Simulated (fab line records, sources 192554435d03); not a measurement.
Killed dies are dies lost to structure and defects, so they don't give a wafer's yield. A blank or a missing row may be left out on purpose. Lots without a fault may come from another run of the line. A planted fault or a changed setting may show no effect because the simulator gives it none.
Split-lot experiment | flow n5_finfet | 7 lots, 21 wafers read, on a route of 1938 steps

THE SPLIT
At N5_BEOL_M8_DESCUM_33 (chemistry O2, time 7 s), the setting time_s was moved away from the recipe's 7 s on 7 of the 21 wafers read, by -14.8% to +5.7%. The other wafers ran this setting at the recipe's value.

The reading is taken at the split's own step.

THE READING
CAR-EUV_of_BEOL_M8_COAT_22.thk_nm (the simulator's own value, which no gauge read), in nm, at N5_BEOL_M8_DESCUM_33 (chemistry O2, time 7 s). The file gives no usual value for it. The 14 wafers here that ran the recipe average 26.1 nm, standard deviation 0.096 nm.

wafer  | tool, chamber at the split | time_s as run, s | against the recipe | CAR-EUV_of_BEOL_M8_COAT_22.thk_nm, nm | against lot-mates on the recipe
L075.3 | rie_diel-05, 1             | 5.962            | -14.8%             | 26.6                                  | +0.6
L075.5 | rie_diel-05, 1             | 5.962            | -14.8%             | 26.6                                  | +0.6
L075.4 | rie_diel-05, 0             | 7                | recipe             | 26                                    | -
L076.1 | rie_diel-05, 0,3           | 7                | recipe             | 26                                    | -
L076.4 | rie_diel-05, 0,3           | 7                | recipe             | 26                                    | -
L076.6 | rie_diel-05, 2             | 7                | recipe             | 26.2                                  | -
L077.2 | rie_diel-05, 1,0           | 7.402            | +5.7%              | 26                                    | -0.2
L077.3 | rie_diel-05, 1,0           | 7.402            | +5.7%              | 26                                    | -0.2
L077.6 | rie_diel-05, 2             | 7                | recipe             | 26.2                                  | -
L078.1 | rie_diel-03, 1,3,3         | 7                | recipe             | 26                                    | -
L078.3 | rie_diel-03, 1,3,3         | 7                | recipe             | 26                                    | -
L078.5 | rie_diel-03, 1,3,3         | 7                | recipe             | 26                                    | -
L082.1 | rie_diel-03, 1,0           | 7                | recipe             | 26.2                                  | -
L082.3 | rie_diel-03, 1,0           | 7                | recipe             | 26.2                                  | -
L082.5 | rie_diel-03, 1             | 6.394            | -8.7%              | 26.4                                  | +0.2
L089.2 | rie_diel-05, 1             | 6.545            | -6.5%              | 26.4                                  | +0.2
L089.4 | rie_diel-05, 1             | 6.545            | -6.5%              | 26.4                                  | +0.2
L089.6 | rie_diel-05, 0             | 7                | recipe             | 26.2                                  | -
L090.2 | rie_diel-05, 3,2,3         | 7                | recipe             | 26                                    | -
L090.5 | rie_diel-05, 3,2,3         | 7                | recipe             | 26                                    | -
L090.6 | rie_diel-05, 3,2,3         | 7                | recipe             | 26                                    | -
Where a row lists several chambers, the file gives one row for several wafers and doesn't say which wafer went through which chamber.

THE FIT
A straight line over all 21 wafers: CAR-EUV_of_BEOL_M8_COAT_22.thk_nm changes by -0.0339 nm for each +1% of time_s; r = -0.89; the points scatter about the line by 0.095 nm.
The same after taking each lot's own level away (the mean of its wafers on the recipe; 21 wafers): -0.0369 nm for each +1%; r = -0.97; scatter 0.051 nm.
On that fit, the largest move of time_s shifts the reading by 0.55 nm.
The lots' own levels span 26.00 to 26.20 nm, that is 2.1 times the standard deviation above.
So the lot-to-lot level changes the slope little: the two slopes agree.
Check: with one of the wafers moved furthest among these (-14.8%) left out of the fit, the line predicts +0.516 nm for it against its lot-mates. It came out at +0.6 nm against them.

OTHER SPLITS ON THESE WAFERS
These wafers also went through other splits before the reading. Each is held against what the fit with the lots' levels taken away leaves over:
other split on the same wafers | wafers away from the commonest value | r with CAR-EUV_of_BEOL_M8_COAT_22.thk_nm (lot level and that fit taken away)
N5_BEOL_M7_COAT_05 spin_rpm    | 7                                    | -0.03

THE FILE'S OWN FIT
CAR-EUV_of_BEOL_M8_COAT_22.thk_nm changes by -0.0353 nm for each +1% of time_s, r = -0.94.
